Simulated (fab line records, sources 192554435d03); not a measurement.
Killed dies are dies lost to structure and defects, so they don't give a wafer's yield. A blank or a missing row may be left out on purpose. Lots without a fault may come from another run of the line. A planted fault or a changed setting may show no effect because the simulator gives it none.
fab line records | flow n5_finfet
record lots=24 wafers=72 last_day=18
route steps=1938 shown BEOL_M2@859
lots that met no fault: from a run of the same line without faults
start_h: hours from the record's first day to the start of the lot's first wafer shown | wait_h: hours since the lot's step before | " the same as in the row above | L1.1+2: a row that stands for several wafers | - no value, or no start given | * or withheld: withheld | < > ~ a bound
route shown NAME@n: a module of which the file shows steps, and the number in the route of the first | usual: mean/standard deviation of fault-free wafers | same: alike in all rows | chamber/n: place in a boat | sites: the reading at each site | _std_site: their standard deviation | _edge_site: outer sites' mean less inner sites' | radius_mm: how far each site lies from the wafer's centre | mask NAME#n: copy n | behind: the tool/chamber that last shaped the wafer | hold: why the lot was held/for how many hours/how that ended | device: the transistor (n, p or np) that didn't switch | end of line: the same wafers' tests at the end of the route | a step without rows: its recipe alone | killed: dies lost to structure and defects at the first sort, not the wafer's yield | map: a wafer's dies, x killed, . not, _ none there
set.NAME: the setting as run; set.NAME@STEP: as run at that earlier step | model.NAME: the simulator's own value behind a step, which no gauge read
steps of the route over a sample of lots; a table a step, a row a wafer
services: from which hour (start_h, from the record's first day; less than 0 if before it) a tool's chamber was out of use, for how many hours, and why
## steps
# step N5_BEOL_M2_ETCH_63
# recipe chemistry=CF4 target=SiARC target_depth_a=156 mask_material=CAR-EUV time_s=26 ion_energy_ev=80 pressure_mtorr=40 source_w=545 bias_w=36 Ar_flow_sccm=100 cf4_flow_sccm=100 ends=cleared
# usual drypump_motor_current_A=5.8/0.58 etch_rf_on_time_s=26.4/0.73 oes_product_au=0.63/0.049 rf_vpp_V=183.8/1.2 showerhead_plenum_p_Torr=2.12/0.066 throttle_valve_pct=15.69/0.28
# columns lot.wafer tool chamber start_h wait_h drypump_motor_current_A etch_rf_on_time_s oes_product_au rf_hours_counter_h rf_vpp_V showerhead_plenum_p_Torr throttle_valve_pct
L074.1 rie_diel-05 3 137.10 0.0 5.4 26.7 0.73 36 185.1 2.09 15.37
L074.4 " 0 " " 6.4 24.9 0.72 91 183.8 2.17 15.59
L074.6 " 3 " " 5.5 26.7 0.74 - 183.2 2.09 15.38
L075.3 rie_diel-06 1 141.29 0.0 5.5 26.8 0.61 172 184.5 2.05 15.97
L075.4 " 1 " " 5.5 26.9 0.60 - 182.7 2.05 15.96
L075.5 " 2 " " 4.9 27.6 0.58 - 184.5 2.21 16.00
L076.3 rie_diel-05 3 143.67 0.0 5.4 26.8 0.72 39 184.0 2.09 15.37
L076.4 " 0 " " 6.4 25.0 0.71 93 182.0 2.17 15.62
L076.6 " 3 " " 5.5 27.2 0.73 - 184.1 2.09 15.39
L077.3 rie_diel-06 2 149.30 0.0 4.9 27.3 0.58 - 186.0 2.21 16.02
L077.4 " 1 " " 5.4 26.5 0.60 - 182.8 2.05 15.98
L077.6 " 1 " " 5.5 26.6 0.60 - 182.5 2.05 15.98
L078.2 rie_diel-06 2 156.64 0.0 4.9 27.7 0.57 204 183.2 2.21 16.03
L078.4 " 2 " " 4.9 27.5 0.57 - 186.1 2.21 16.05
L078.6 " 3 " " 5.0 26.2 0.62 - 182.0 2.06 15.30
L079.1 rie_diel-02 2 159.31 0.0 6.1 26.8 0.66 103 183.8 2.16 15.58
L079.2 " 3 " " 5.7 25.3 0.63 196 184.9 2.14 15.81
L079.4 " 0 " " 5.7 25.6 0.67 140 184.5 2.14 15.65
L080.1 rie_diel-05 2 168.33 0.0 6.3 26.5 0.61 194 184.4 2.14 15.96
L080.3 " 1 " " 6.7 26.8 0.66 108 184.4 2.16 15.25
L080.6 " 1 " " 6.7 27.0 0.66 - 184.6 2.16 15.27
L081.2 rie_diel-02 3 176.43 0.0 5.7 25.5 0.62 203 185.7 2.13 15.82
L081.4 " 0 " " 5.7 25.5 0.68 147 184.3 2.14 15.65
L081.6 " 0 " " 5.7 25.8 0.68 - 184.8 2.14 15.67
L083.1 rie_diel-06 0 186.03 0.0 5.7 26.5 0.59 219 183.2 2.02 15.89
L083.4 " 3 " " 5.0 26.5 0.61 183 182.2 2.05 15.31
L083.5 " 0 " " 5.8 26.7 0.58 - 182.3 2.02 15.91
L082.1 rie_diel-02 3 191.56 0.0 5.7 25.6 0.62 208 185.7 2.13 15.84
L082.2 " 1 " " 6.7 25.8 0.69 84 183.8 2.26 15.35
L082.6 " 3 " " 5.7 25.8 0.61 - 183.6 2.13 15.83
L084.3 rie_diel-06 0 191.66 0.0 5.8 26.6 0.59 220 183.3 2.02 15.90
L084.5 " 0 " " 5.8 26.5 0.59 - 181.7 2.02 15.90
L084.6 " 1 " " 5.5 26.3 0.60 - 183.9 2.04 16.01
L085.2 rie_diel-05 3 195.61 0.0 5.4 26.5 0.71 54 183.8 2.09 15.41
L085.4 " 2 " " 6.3 26.3 0.61 202 183.1 2.14 15.98
L085.5 " 3 " " 5.5 26.3 0.72 - 183.5 2.09 15.40
L086.1 rie_diel-02 3 204.64 0.0 5.7 25.7 0.62 211 183.6 2.13 15.84
L086.3 " 2 " " 6.1 26.9 0.65 119 183.8 2.15 15.60
L086.5 " 1 " " 6.7 26.0 0.69 - 185.5 2.26 15.37
L087.3 rie_diel-06 2 214.99 0.0 4.9 27.5 0.57 222 184.1 2.20 16.08
L087.4 " 0 " " 5.7 26.8 0.58 227 181.9 2.02 15.91
L087.6 " 0 " " 5.8 26.5 0.59 - 182.6 2.02 15.90
L089.4 rie_diel-02 1 224.32 0.0 6.7 25.6 0.69 94 184.6 2.25 15.39
L089.5 " 3 " " 5.7 25.7 0.61 - 184.6 2.13 15.86
L089.6 " 2 " " 6.1 26.5 0.65 - 184.1 2.15 15.63
L090.1 rie_diel-02 3 239.19 0.0 5.7 25.3 0.61 224 183.3 2.13 15.87
L090.3 " 1 " " 6.7 25.4 0.69 100 185.0 2.25 15.40
L090.5 " 0 " " 5.7 25.7 0.65 - 184.6 2.13 15.72
L088.2 rie_diel-02 1 242.12 0.0 6.7 25.8 0.68 101 184.3 2.25 15.40
L088.5 " 1 " " 6.7 25.9 0.68 - 186.8 2.25 15.41
L088.6 " 2 " " 6.1 26.7 0.63 - 183.7 2.15 15.64
L091.1 rie_diel-05 2 243.37 0.0 6.3 26.8 0.59 216 184.9 2.13 16.01
L091.2 " 1 " " 6.6 27.3 0.64 136 182.9 2.15 15.30
L091.3 " 3 " " 5.5 26.8 0.70 68 183.6 2.08 15.44
L093.2 rie_diel-05 3 247.31 0.0 5.4 26.3 0.70 69 183.4 2.08 15.45
L093.5 " 0 " " 6.4 25.0 0.69 - 184.8 2.16 15.66
L093.6 " 3 " " 5.4 26.6 0.70 - 182.8 2.08 15.44
L092.3 rie_diel-05 3 254.87 0.0 5.5 26.7 0.69 72 182.0 2.08 15.44
L092.5 " 1 " " 6.7 27.1 0.63 - 184.3 2.15 15.33
L092.6 " 0 " " 6.4 25.2 0.68 - 185.2 2.16 15.67
L094.1 rie_diel-06 1 254.92 0.0 5.5 26.5 0.59 213 182.1 2.04 16.05
L094.4 " 0 " " 5.8 26.6 0.58 239 183.7 2.02 15.93
L094.6 " 3 " " 5.0 26.7 0.60 - 183.0 2.05 15.35
L096.2 rie_diel-05 3 258.62 0.0 5.4 26.4 0.70 73 182.8 2.08 15.44
L096.4 " 2 " " 6.3 26.3 0.60 221 183.7 2.13 16.01
L096.6 " 3 " " 5.5 26.3 0.70 - 182.1 2.08 15.44
L095.1 rie_diel-06 2 260.79 0.0 4.9 27.7 0.56 236 184.4 2.20 16.12
L095.3 " 1 " " 5.5 26.7 0.58 216 182.2 2.04 16.06
L095.4 " 3 " " 5.0 26.7 0.60 202 181.9 2.05 15.35
L097.1 rie_diel-06 2 266.60 0.0 4.9 27.7 0.55 238 185.3 2.20 16.10
L097.5 " 1 " " 5.5 26.7 0.58 - 184.3 2.04 16.07
L097.6 " 2 " " 4.9 27.6 0.56 - 184.2 2.20 16.11
# step N5_BEOL_M2_HM_OPEN_17
# recipe chemistry=Cl2/BCl3 target_depth_a=200 overetch_a=60 target=TiN mask_material=SOC ion_energy_ev=150 pressure_mtorr=10 icp_w=1000 bias_w=126 Cl2_flow_sccm=53.25 bcl3_flow_sccm=21.75 Ar_flow_sccm=25
# usual drypump_motor_current_A=5.8/0.52 he_backside_leak_sccm=3.35/0.16 oes_product_au=0.66/0.084 throttle_valve_pct=22.13/0.14
# columns lot.wafer tool chamber start_h wait_h drypump_motor_current_A he_backside_leak_sccm oes_product_au rf_hours_counter_h throttle_valve_pct
L074.1 rie_metal-01 1 137.31 0.0 5.8 3.68 0.80 3 21.92
L074.4 " 1 " " 5.9 3.49 0.80 - 21.91
L074.6 " 1 " " 5.9 3.68 0.80 - 21.92
L075.3 rie_metal-03 0 141.52 0.1 6.5 3.42 0.74 - 22.10
L075.4 " 1 " " 5.7 3.58 0.64 - 22.04
L075.5 " 0 " " 6.5 3.35 0.75 - 22.06
L076.3 rie_metal-02 1 143.91 0.1 6.1 3.31 0.61 - 22.24
L076.4 " 0 " " 5.3 3.34 0.54 - 22.26
L076.6 " 0 " " 5.3 3.36 0.55 - 22.25
L077.3 rie_metal-01 0 149.61 0.1 4.7 3.09 0.80 - 21.93
L077.4 " 1 " " 5.9 3.51 0.77 - 21.92
L077.6 " 1 " " 5.9 3.66 0.77 - 21.94
L078.2 rie_metal-01 1 156.84 0.0 5.9 3.56 0.78 4 21.93
L078.4 " 1 " " 5.9 3.57 0.80 - 21.90
L078.6 " 1 " " 5.9 3.73 0.79 - 21.89
L079.1 rie_metal-02 1 159.51 0.0 6.1 3.33 0.62 71 22.27
L079.2 " 0 " " 5.3 3.31 0.54 113 22.24
L079.4 " 1 " " 6.1 3.27 0.61 - 22.29
L080.1 rie_metal-03 1 168.53 0.0 5.7 3.45 0.65 41 22.02
L080.3 " 1 " " 5.7 3.47 0.66 - 22.02
L080.6 " 0 " " 6.4 3.24 0.74 - 22.08
L081.2 rie_metal-01 0 176.63 0.0 4.6 3.08 0.79 8 21.95
L081.4 " 1 " " 5.9 3.67 0.77 - 21.91
L081.6 " 0 " " 4.6 3.00 0.79 - 21.94
L083.1 rie_metal-03 0 186.24 0.0 6.4 3.28 0.72 15 22.09
L083.4 " 0 " " 6.5 3.06 0.73 - 22.09
L083.5 " 1 " " 5.7 3.52 0.65 - 22.02
L082.1 rie_metal-03 0 191.76 0.0 6.5 3.28 0.73 15 22.09
L082.2 " 1 " " 5.7 3.53 0.65 43 22.03
L082.6 " 0 " " 6.5 3.37 0.73 - 22.08
L084.3 rie_metal-01 0 191.89 0.1 4.6 3.39 0.78 - 21.94
L084.5 " 0 " " 4.6 3.20 0.78 - 21.96
L084.6 " 1 " " 5.9 3.54 0.77 - 21.93
L085.2 rie_metal-02 1 195.81 0.0 6.1 3.47 0.62 74 22.26
L085.4 " 0 " " 5.3 3.36 0.54 - 22.26
L085.5 " 1 " " 6.1 3.37 0.61 - 22.27
L086.1 rie_metal-02 1 204.84 0.0 6.0 3.39 0.61 75 22.26
L086.3 " 1 " " 6.1 3.39 0.60 - 22.26
L086.5 " 1 " " 6.1 3.31 0.61 - 22.27
L087.3 rie_metal-03 0 215.22 0.1 6.5 3.32 0.72 - 22.08
L087.4 " 1 " " 5.7 3.48 0.65 - 22.04
L087.6 " 1 " " 5.7 3.56 0.65 - 22.05
L089.4 rie_metal-03 0 224.55 0.1 6.5 3.04 0.72 - 22.11
L089.5 " 1 " " 5.7 3.47 0.62 - 22.05
L089.6 " 0 " " 6.5 3.12 0.70 - 22.12
L090.1 rie_metal-02 1 239.39 0.0 6.1 3.27 0.60 77 22.28
L090.3 " 1 " " 6.1 3.47 0.60 - 22.30
L090.5 " 0 " " 5.3 3.42 0.53 - 22.27
L088.2 rie_metal-02 1 242.32 0.0 6.1 3.49 0.60 77 22.29
L088.5 " 1 " " 6.0 3.54 0.60 - 22.30
L088.6 " 0 " " 5.3 3.40 0.53 - 22.27
L091.1 rie_metal-03 1 243.57 0.0 5.7 3.38 0.63 47 22.04
L091.2 " 0 " " 6.4 3.18 0.72 19 22.10
L091.3 " 0 " " 6.5 3.29 0.71 - 22.09
L093.2 rie_metal-03 1 247.51 0.0 5.7 3.30 0.64 48 22.03
L093.5 " 1 " " 5.7 3.22 0.64 - 22.04
L093.6 " 0 " " 6.5 3.21 0.71 - 22.08
L094.1 rie_metal-03 1 255.12 0.0 5.7 3.44 0.63 48 22.05
L094.4 " 1 " " 5.8 3.42 0.63 - 22.05
L094.6 " 0 " " 6.4 3.30 0.71 - 22.09
L092.3 rie_metal-02 1 255.14 0.1 6.1 3.37 0.60 - 22.31
L092.5 " 1 " " 6.0 3.38 0.60 - 22.31
L092.6 " 1 " " 6.1 3.54 0.60 - 22.30
L096.2 rie_metal-02 1 258.85 0.1 6.1 3.32 0.60 - 22.28
L096.4 " 1 " " 6.1 3.31 0.60 - 22.29
L096.6 " 1 " " 6.1 3.31 0.60 - 22.29
L095.1 rie_metal-02 1 261.00 0.0 6.0 3.36 0.60 79 22.30
L095.3 " 1 " " 6.1 3.38 0.60 - 22.28
L095.4 " 1 " " 6.1 3.43 0.59 - 22.30
L097.1 rie_metal-02 1 266.80 0.0 6.1 3.26 0.59 80 22.30
L097.5 " 1 " " 6.1 3.16 0.60 - 22.29
L097.6 " 1 " " 6.1 3.19 0.60 - 22.28
# step N5_BEOL_M2_TRENCH_ETCH_37
# recipe chemistry=C4F6/O2 target_depth_a=555.55 target=SiOC time_s=29.2 ion_energy_ev=250 pressure_mtorr=30 source_w=355 bias_w=185 Ar_flow_sccm=300 C4F6_flow_sccm=10 O2_flow_sccm=10
# usual drypump_motor_current_A=5.9/0.55 oes_product_au=0.74/0.049 rf_vpp_V=671/13 showerhead_plenum_p_Torr=2.85/0.09 throttle_valve_pct=20.96/0.28
# columns lot.wafer tool chamber start_h wait_h drypump_motor_current_A oes_product_au rf_hours_counter_h rf_vpp_V showerhead_plenum_p_Torr throttle_valve_pct
L074.1 rie_diel-05 1 - - 6.7 0.77 102 680 2.89 20.59
L074.4 " 2 " " 6.3 0.72 187 663 2.85 21.27
L074.6 " 2 " " 6.3 0.72 - 663 2.85 21.27
L075.3 rie_diel-06 2 - - 4.9 0.69 197 677 2.95 21.34
L075.4 " 1 " " 5.5 0.71 - 688 2.72 21.27
L075.5 " 2 " " 4.9 0.68 - 678 2.95 21.35
L076.3 rie_diel-06 3 - - 5.0 0.73 170 668 2.73 20.44
L076.4 " 1 " " 5.5 0.71 - 688 2.72 21.25
L076.6 " 2 " " 4.9 0.68 - 680 2.95 21.36
L077.3 rie_diel-06 0 - - 5.8 0.69 209 646 2.69 21.03
L077.4 " 3 " " 5.0 0.72 173 669 2.73 20.45
L077.6 " 2 " " 4.9 0.68 - 679 2.95 21.38
L078.2 rie_diel-02 2 - - 6.1 0.78 104 674 2.86 20.80
L078.4 " 3 " " 5.7 0.73 197 661 2.85 21.12
L078.6 " 1 " " 6.7 0.83 - 656 3.01 20.62
L079.1 rie_diel-02 2 - - 6.1 0.78 105 676 2.86 20.81
L079.2 " 1 " " 6.7 0.82 74 654 3.01 20.61
L079.4 " 0 " " 5.7 0.78 142 691 2.85 20.93
L080.1 rie_diel-02 2 - - 6.1 0.78 108 675 2.86 20.81
L080.3 " 3 " " 5.7 0.72 201 661 2.84 21.13
L080.6 " 1 " " 6.7 0.82 - 655 3.01 20.61
L083.1 rie_diel-02 3 - - 5.7 0.71 208 660 2.84 21.13
L083.4 " 2 " " 6.1 0.77 115 674 2.86 20.82
L083.5 " 1 " " 6.7 0.81 - 655 3.01 20.63
L081.2 rie_diel-06 1 - - 5.5 0.70 195 687 2.71 21.29
L081.4 " 3 " " 5.0 0.72 183 669 2.73 20.45
L081.6 " 1 " " 5.5 0.71 - 687 2.71 21.28
L082.1 rie_diel-05 1 - - 6.7 0.77 120 679 2.89 20.61
L082.2 " 3 " " 5.4 0.83 55 674 2.79 20.79
L082.6 " 1 " " 6.7 0.76 - 678 2.89 20.61
L085.2 rie_diel-02 2 - - 6.1 0.77 117 674 2.86 20.82
L085.4 " 1 " " 6.7 0.82 86 653 3.01 20.62
L085.5 " 3 " " 5.7 0.71 - 660 2.84 21.15
L084.3 rie_diel-06 0 - - 5.8 0.69 223 644 2.69 21.05
L084.5 " 0 " " 5.8 0.69 - 645 2.68 21.05
L084.6 " 1 " " 5.5 0.71 - 688 2.71 21.31
L086.1 rie_diel-02 0 - - 5.7 0.78 157 690 2.85 20.94
L086.3 " 1 " " 6.7 0.80 89 655 3.01 20.64
L086.5 " 2 " " 6.1 0.77 - 675 2.85 20.82
L087.3 rie_diel-05 1 - - 6.7 0.75 129 679 2.88 20.63
L087.4 " 0 " " 6.4 0.81 111 681 2.88 20.98
L087.6 " 3 " " 5.5 0.83 - 676 2.79 20.80
L089.4 rie_diel-02 3 - - 5.7 0.70 226 662 2.83 21.18
L089.5 " 3 " " 5.7 0.70 - 660 2.83 21.17
L089.6 " 0 " " 5.7 0.77 - 689 2.84 20.98
L090.1 rie_diel-02 2 - - 6.1 0.75 138 673 2.85 20.86
L090.3 " 1 " " 6.7 0.80 107 652 3.00 20.66
L090.5 " 2 " " 6.1 0.75 - 673 2.85 20.86
L088.2 rie_diel-06 3 - - 5.0 0.71 202 668 2.72 20.49
L088.5 " 1 " " 5.5 0.69 - 687 2.71 21.31
L088.6 " 0 " " 5.8 0.68 - 646 2.68 21.09
L091.1 rie_diel-05 3 - - 5.5 0.82 75 676 2.78 20.81
L091.2 " 0 " " 6.4 0.80 125 681 2.88 20.99
L091.3 " 1 " " 6.6 0.74 143 678 2.87 20.64
L093.2 rie_diel-06 2 - - 4.9 0.67 238 678 2.93 21.43
L093.5 " 1 " " 5.5 0.69 - 687 2.70 21.32
L093.6 " 2 " " 4.9 0.65 - 678 2.93 21.42
L094.1 rie_diel-02 3 - - 5.7 0.69 235 660 2.83 21.20
L094.4 " 2 " " 6.1 0.74 142 674 2.84 20.86
L094.6 " 0 " " 5.7 0.75 - 690 2.84 20.97
L096.2 rie_diel-02 2 - - 6.1 0.74 144 673 2.84 20.86
L096.4 " 3 " " 5.7 0.68 236 661 2.83 21.18
L096.6 " 2 " " 6.1 0.74 - 674 2.84 20.86
L092.3 rie_diel-02 0 - - 5.7 0.75 182 691 2.83 20.97
L092.5 " 0 " " 5.7 0.76 - 689 2.83 20.99
L092.6 " 3 " " 5.7 0.69 - 659 2.83 21.17
L095.1 rie_diel-05 1 - - 6.7 0.75 148 678 2.87 20.65
L095.3 " 3 " " 5.4 0.82 80 676 2.78 20.83
L095.4 " 0 " " 6.4 0.80 130 682 2.87 20.98
L097.1 rie_diel-02 1 - - 6.7 0.78 120 654 2.99 20.69
L097.5 " 3 " " 5.7 0.69 - 660 2.83 21.19
L097.6 " 1 " " 6.7 0.78 - 653 2.99 20.68
# step N5_BEOL_M2_SPUTTER_48
# recipe material=Cu target_thk_a=45 temp_c=-20 chamber_pressure_pa=0.07 power_w=withheld time_s=8.29
# usual throttle_valve_pct=30.3/1
# columns lot.wafer tool chamber start_h wait_h throttle_valve_pct
L074.1 pvd_sputter-03 - 141.09 0.1 30.0
L074.4 " - " " 31.2
L074.6 " - " " 28.5
L075.3 pvd_sputter-01 - 146.01 0.2 29.7
L075.4 " - " " 29.9
L075.5 " - " " 30.2
L076.3 pvd_sputter-01 - 147.85 0.1 29.8
L076.4 " - " " 30.1
L076.6 " - " " 30.2
L077.3 pvd_sputter-03 - 161.43 0.1 30.4
L077.4 " - " " 30.3
L077.6 " - " " 30.1
L078.2 pvd_sputter-01 - 161.82 0.2 30.2
L078.4 " - " " 30.2
L078.6 " - " " 30.0
L079.1 pvd_sputter-01 - 165.78 0.2 30.0
L079.2 " - " " 31.7
L079.4 " - " " 29.8
L080.1 pvd_sputter-02 - 173.86 1.5 31.6
L080.3 " - " " 29.7
L080.6 " - " " 31.9
L083.1 pvd_sputter-03 - 192.40 0.1 28.9
L083.4 " - " " 31.7
L083.5 " - " " 31.3
L081.2 pvd_sputter-02 - 193.08 0.7 29.8
L081.4 " - " " 28.3
L081.6 " - " " 31.7
L082.1 pvd_sputter-01 - 199.47 1.7 30.0
L082.2 " - " " 31.7
L082.6 " - " " 30.2
L085.2 pvd_sputter-01 - 201.83 0.1 31.9
L085.4 " - " " 29.8
L085.5 " - " " 30.3
L084.3 pvd_sputter-02 - 205.97 0.1 28.4
L084.5 " - " " 28.5
L084.6 " - " " 30.0
L086.1 pvd_sputter-01 - 209.06 0.1 31.6
L086.3 " - " " 29.5
L086.5 " - " " 29.9
L087.3 pvd_sputter-03 - 225.98 0.1 28.7
L087.4 " - " " 30.1
L087.6 " - " " 28.6
L089.4 pvd_sputter-02 - 245.16 0.2 30.0
L089.5 " - " " 29.7
L089.6 " - " " 31.4
L090.1 pvd_sputter-03 - 259.10 0.6 30.1
L090.3 " - " " 28.4
L090.5 " - " " 30.0
L088.2 pvd_sputter-01 - 263.28 1.5 30.1
L088.5 " - " " 30.0
L088.6 " - " " 31.7
L091.1 pvd_sputter-02 - 268.04 0.1 30.0
L091.2 " - " " 28.4
L091.3 " - " " 31.9
L094.1 pvd_sputter-03 - 268.18 0.1 28.7
L094.4 " - " " 31.3
L094.6 " - " " 30.1
L093.2 pvd_sputter-01 - 268.24 0.1 30.0
L093.5 " - " " 31.7
L093.6 " - " " 29.8
L096.2 pvd_sputter-03 - 276.50 0.1 28.8
L096.4 " - " " 30.0
L096.6 " - " " 30.4
L092.3 pvd_sputter-02 - 279.98 0.1 29.8
L092.5 " - " " 31.7
L092.6 " - " " 30.0
L095.1 pvd_sputter-02 - 282.94 0.2 28.5
L095.3 " - " " 30.1
L095.4 " - " " 29.7
L097.1 pvd_sputter-03 - 296.44 0.1 30.2
L097.5 " - " " 31.3
L097.6 " - " " 30.1
# step N5_BEOL_M2_ANNEAL_89
# recipe temp_c=400 time_s=240 ambient=vacuum
# usual heater_power_w=843/78
# columns lot.wafer tool chamber start_h wait_h heater_power_w
L074.1 pvd_sputter-03 - 142.05 0.0 842
L074.4 " - " " 888
L074.6 " - " " 840
L075.3 pvd_sputter-01 - 146.97 0.0 734
L075.4 " - " " 972
L075.5 " - " " 980
L076.3 pvd_sputter-01 - 148.81 0.0 734
L076.4 " - " " 970
L076.6 " - " " 754
L077.3 pvd_sputter-03 - 162.39 0.0 732
L077.4 " - " " 729
L077.6 " - " " 873
L078.2 pvd_sputter-01 - 162.78 0.0 745
L078.4 " - " " 983
L078.6 " - " " 972
L079.1 pvd_sputter-01 - 166.74 0.0 728
L079.2 " - " " 900
L079.4 " - " " 748
L080.1 pvd_sputter-02 - 174.82 0.0 862
L080.3 " - " " 835
L080.6 " - " " 856
L083.1 pvd_sputter-03 - 193.36 0.0 843
L083.4 " - " " 896
L083.5 " - " " 916
L081.2 pvd_sputter-02 - 194.04 0.0 853
L081.4 " - " " 819
L081.6 " - " " 852
L082.1 pvd_sputter-01 - 200.43 0.0 734
L082.2 " - " " 918
L082.6 " - " " 1001
L085.2 pvd_sputter-01 - 202.79 0.0 894
L085.4 " - " " 724
L085.5 " - " " 735
L084.3 pvd_sputter-02 - 206.93 0.0 798
L084.5 " - " " 831
L084.6 " - " " 894
L086.1 pvd_sputter-01 - 210.02 0.0 915
L086.3 " - " " 750
L086.5 " - " " 739
L087.3 pvd_sputter-03 - 226.94 0.0 848
L087.4 " - " " 842
L087.6 " - " " 832
L089.4 pvd_sputter-02 - 246.12 0.0 837
L089.5 " - " " 844
L089.6 " - " " 859
L090.1 pvd_sputter-03 - 260.06 0.0 725
L090.3 " - " " 852
L090.5 " - " " 744
L088.2 pvd_sputter-01 - 264.24 0.0 1009
L088.5 " - " " 984
L088.6 " - " " 893
L091.1 pvd_sputter-02 - 269.00 0.0 915
L091.2 " - " " 843
L091.3 " - " " 876
L094.1 pvd_sputter-03 - 269.14 0.0 839
L094.4 " - " " 885
L094.6 " - " " 860
L093.2 pvd_sputter-01 - 269.20 0.0 963
L093.5 " - " " 915
L093.6 " - " " 718
L096.2 pvd_sputter-03 - 277.46 0.0 837
L096.4 " - " " 859
L096.6 " - " " 730
L092.3 pvd_sputter-02 - 280.94 0.0 852
L092.5 " - " " 837
L092.6 " - " " 922
L095.1 pvd_sputter-02 - 284.02 0.0 843
L095.3 " - " " 902
L095.4 " - " " 845
L097.1 pvd_sputter-03 - 297.40 0.0 702
L097.5 " - " " 901
L097.6 " - " " 723
# step N5_BEOL_M2_DEP_57
# recipe material=SiCN target_thk_a=80 temp_c=withheld precursor=3MS/NH3 pressure_torr=3 rf_w=202 time_s=14
# usual chamber_pressure_Torr=3.000/0.0064 showerhead_plenum_p_Torr=3.666/0.016 showerhead_vpp_V=878/43 throttle_valve_pct=9.0/0.39
# columns lot.wafer tool chamber start_h wait_h chamber_pressure_Torr showerhead_plenum_p_Torr showerhead_vpp_V throttle_valve_pct
L074.1 pecvd-02 1 143.83 0.0 2.999 3.676 835 9.2
L074.4 " 2 " " 3.008 3.654 970 8.9
L074.6 " 1 " " 3.004 3.675 839 9.5
L075.3 pecvd-01 2 148.81 0.0 3.007 3.672 844 9.7
L075.4 " 2 " " 3.004 3.671 833 9.6
L075.5 " 0 " " 3.005 3.679 876 9.2
L076.3 pecvd-02 0 150.59 0.0 3.000 3.669 915 8.4
L076.4 " 0 " " 2.999 3.650 928 8.3
L076.6 " 2 " " 2.995 3.658 963 8.8
L077.3 pecvd-03 1 164.17 0.0 3.001 3.674 823 9.4
L077.4 " 2 " " 3.009 3.640 931 8.7
L077.6 " 0 " " 3.004 3.687 885 8.8
L078.2 pecvd-03 2 164.57 0.0 3.002 3.641 924 8.7
L078.4 " 0 " " 2.998 3.686 916 8.8
L078.6 " 1 " " 2.993 3.676 825 9.5
L079.1 pecvd-01 1 168.73 0.0 2.996 3.652 847 9.0
L079.2 " 0 " " 2.983 3.688 879 9.2
L079.4 " 1 " " 3.003 3.639 823 8.8
L080.1 pecvd-01 1 176.87 0.0 2.991 3.654 851 9.1
L080.3 " 2 " " 2.994 3.673 843 9.5
L080.6 " 0 " " 2.999 3.691 868 8.9
L083.1 pecvd-03 0 195.15 0.0 2.997 3.680 888 8.8
L083.4 " 1 " " 2.995 3.671 838 9.6
L083.5 " 0 " " 2.997 3.690 873 9.1
L081.2 pecvd-02 2 195.82 0.0 2.994 3.654 969 8.8
L081.4 " 1 " " 2.998 3.681 851 9.1
L081.6 " 0 " " 3.012 3.659 919 8.3
L082.1 pecvd-02 0 202.21 0.0 3.000 3.657 918 8.4
L082.2 " 1 " " 3.017 3.678 842 9.2
L082.6 " 1 " " 2.999 3.677 835 9.2
L085.2 pecvd-02 0 204.57 0.0 3.008 3.668 923 8.5
L085.4 " 1 " " 2.991 3.674 839 9.5
L085.5 " 0 " " 2.995 3.663 915 8.3
L084.3 pecvd-01 0 208.74 0.0 3.001 3.690 861 8.8
L084.5 " 0 " " 3.005 3.686 861 9.3
L084.6 " 1 " " 3.004 3.647 841 8.8
L086.1 pecvd-01 1 211.82 0.0 2.994 3.640 839 8.7
L086.3 " 0 " " 3.003 3.693 879 9.0
L086.5 " 1 " " 2.996 3.656 840 8.7
L087.3 pecvd-01 0 228.87 0.0 3.004 3.689 870 9.0
L087.4 " 1 " " 3.010 3.653 847 8.7
L087.6 " 1 " " 3.003 3.642 851 8.9
L089.4 pecvd-03 2 247.92 0.0 3.000 3.641 929 8.6
L089.5 " 1 " " 2.994 3.687 831 9.6
L089.6 " 0 " " 3.002 3.691 894 8.8
L090.1 pecvd-02 2 261.84 0.0 3.005 3.650 957 9.0
L090.3 " 1 " " 2.996 3.670 832 9.1
L090.5 " 0 " " 3.006 3.656 919 8.6
L088.2 pecvd-01 0 266.02 0.0 3.002 3.682 871 9.1
L088.5 " 2 " " 2.996 3.670 848 8.4
L088.6 " 1 " " 2.995 3.643 853 8.9
L091.1 pecvd-02 0 270.78 0.0 2.999 3.669 902 8.4
L091.2 " 1 " " 2.983 3.671 862 9.5
L091.3 " 2 " " 2.993 3.653 946 8.9
L094.1 pecvd-03 2 270.93 0.0 2.999 3.639 919 8.9
L094.4 " 1 " " 3.000 3.674 826 10.0
L094.6 " 2 " " 3.005 3.640 936 8.7
L093.2 pecvd-01 2 271.06 0.0 3.014 3.669 826 8.6
L093.5 " 1 " " 2.992 3.655 845 8.9
L093.6 " 0 " " 3.009 3.681 861 9.2
L096.2 pecvd-03 1 279.24 0.0 2.998 3.675 824 9.4
L096.4 " 2 " " 3.000 3.638 930 8.9
L096.6 " 0 " " 2.997 3.691 905 8.9
L092.3 pecvd-01 0 282.75 0.0 2.997 3.680 875 9.0
L092.5 " 0 " " 2.994 3.684 880 8.8
L092.6 " 1 " " 2.993 3.657 820 8.5
L095.1 pecvd-03 1 285.91 0.0 2.998 3.677 825 9.5
L095.3 " 0 " " 3.003 3.676 901 9.0
L095.4 " 1 " " 2.999 3.672 832 9.6
L097.1 pecvd-01 2 299.18 0.0 2.997 3.665 829 8.0
L097.5 " 1 " " 2.999 3.659 834 8.9
L097.6 " 2 " " 3.005 3.679 849 8.3
## services
# columns tool chamber start_h hours kind
pecvd-02 2 113.23 8.5 repair
pvd_sputter-02 - 115.86 8.0 repair
pecvd-02 0 120.54 5.8 repair
rie_diel-06 2 122.85 3.9 repair
pecvd-03 1 125.33 9.7 repair
rie_diel-06 0 138.95 18.3 repair
rie_diel-05 - 146.10 14.6 pm
rie_diel-05 0 161.45 14.5 repair
rie_diel-05 2 176.47 4.3 repair
pecvd-01 - 190.66 14.6 pm
rie_metal-02 - 192.83 2.7 repair
pvd_sputter-02 - 197.53 7.5 repair
rie_metal-02 - 206.77 2.8 pm
rie_diel-02 - 212.23 1.0 repair
rie_diel-06 - 227.77 0.4 repair
rie_diel-05 3 229.94 6.9 repair
rie_metal-02 0 232.25 1.0 repair
rie_diel-05 2 235.44 7.4 repair
rie_metal-02 0 244.69 22.3 repair
rie_metal-02 - 246.99 1.4 pm
rie_diel-05 - 260.09 1.4 repair
rie_metal-02 0 284.74 9.4 repair
rie_metal-03 - 290.84 14.6 pm
rie_diel-02 0 294.09 10.7 repair
## key
fault none
